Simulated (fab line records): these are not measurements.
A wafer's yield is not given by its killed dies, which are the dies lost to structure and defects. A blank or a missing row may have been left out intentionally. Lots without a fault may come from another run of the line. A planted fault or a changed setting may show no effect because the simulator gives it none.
Struck lot and sound lot, side by side -- flow n5 finfet -- 19 steps out of a route of 1938
Sound: the wafers L868.3, L868.5, L868.6. Struck: wafers L883.1, L883.4, L883.5. The cause is given at the end.
For every step that has rows: the tool of each side, followed by ch and its chambers, followed by its first start. Under that, the readings that differ: sound wafers -- struck wafers -- difference of the means -- sigmas: that difference in standard deviations of wafers without a fault.
alike: readings with means less than 2 such deviations apart, plus words and numbers identical on both sides. not compared: withheld readings, readings lacking a value on some wafer, bounds such as >300 that could conceal the same value, and numbers that have no deviation in the record and whose values overlap.
The two part at a step that has a row with sigmas, a row that says differs or no value, or rows on one side only. Numbers that don't overlap but have no deviation are shown without sigmas and don't part them. A reading that every wafer of one side lacks parts them only if that side has two wafers or more.

N5_BEOL_M13_CMP_49: polishes, stops on SiOC, t overpolish 17.1 s, target thk 420 nm.
  sound on cmp-03 ch 1,2,3, day 11 20:32; struck on cmp-02 ch 0,3, day 16 12:56
  alike: barrier field endpoint s, motor current A, overpolish run s
N5_BEOL_M13_THK_MEAS_50: measures by xrf.
  sound on film metro-01, day 11 20:43; struck on film metro-02, day 16 13:12
  alike: M13_THK
then, 1 step without rows for these wafers: N5_BEOL_M13_PRE_CLEAN_52 (time 15 s).
N5_BEOL_M13_DEP_53: deposits SiCN from 3MS/NH3, target thk 50 nm, time 17.8 s.
  sound on pecvd-04 ch 1,2, day 11 20:46; struck on pecvd-03 ch 0,1, day 16 13:16
  alike: showerhead plenum p Torr, throttle valve pct
  not compared: since wet clean h
N5_BEOL_M13_RS_MEAS_54: measurement is done with a four-point probe.
  sound on film metro-02, day 11 20:50; struck on film metro-02, day 16 13:20
  alike: M13_RS
N5_BEOL_M13_INSPECT_55: inspects for defects (darkfield).
  sound on defect inspect-01, day 11 20:52; struck on defect inspect-01, day 16 13:21
  alike: raw defect count
N5_BEOL_M14_ILD_DEP_00: deposits SiO2 from TEOS/O2, target thk 1119.3 nm, time 237.4 s.
  sound on pecvd-02 ch 0,1,2, day 11 20:54; struck on pecvd-02 ch 0,1, day 16 13:23
  alike: heater power w, showerhead plenum p Torr, throttle valve pct
  not compared: since wet clean h
N5_BEOL_M14_THK_MEAS_01:
  sound on film metro-01, day 11 21:05; struck on film metro-01, day 16 13:35
  alike: M14_ILD_THK
then, 4 steps without rows for these wafers: N5_BEOL_M14_COAT_58 (time 60 s, resist thk 89 nm); N5_BEOL_M14_COAT_04 (resist thk 800 nm); N5_BEOL_M14_EBR_06; N5_BEOL_M14_SOFTBAKE_05 (time 60 s).
N5_BEOL_M14_EXPOSE_07: exposes mask V13.
  sound on krf scanner-02 ch 0, day 11 21:22; struck on krf scanner-02 ch 0, day 16 13:50
reading,sound,struck,difference,sigmas
exposure dose mJ cm2,56.97 56.91 56.94,53.76 53.69 53.59,-3.26,-57
  alike: mask
then, 3 steps without rows for these wafers: N5_BEOL_M14_PEB_08 (peb time 90 s); N5_BEOL_M14_DEVELOP_09 (develop time 45 s); N5_BEOL_M14_HARDBAKE_14 (time 120 s).
N5_BEOL_M14_CD_MEAS_10 targets a cd of 250 nm.
  sound on cd sem-01 ch 0, day 11 21:31; struck on cd sem-01 ch 0, day 16 14:01
reading,sound,struck,difference,sigmas
cd nm (nm),247.2 247.5 245.9,240.3 238.2 238.9,-7.7,-4
N5_BEOL_M14_OVL_MEAS_11:
  sound on overlay-01 ch 0, day 11 21:34; struck on overlay-02 ch 0, day 16 14:02
  alike: V13_OVL
N5_PASSIVATION_PROBE_49:
  sound on prober-01, day 12 22:50; struck on prober-01, day 17 13:57
reading,sound,struck,difference,sigmas
sort_bin_8_speed (%),0 0 0,0 0.08 0,+0,+4
  alike: defect limited yield, killed_at_M0_to_M3, killed_at_M4_up, killed at contacts, killed at front end, killed at other, killed dies, killed open, killed short, sort_bin_5_function, sort_bin_6_memory, sort n pass, sort yield pct

## WHERE THEY PART
Last at N5_PASSIVATION_PROBE_49 as far as this record goes, first at N5_BEOL_M14_EXPOSE_07.

WHY: what the simulator had put in
Drift in process parameters on krf scanner-02 at N5_BEOL_M14_EXPOSE_07, starting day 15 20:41. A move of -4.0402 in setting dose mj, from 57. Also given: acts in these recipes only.
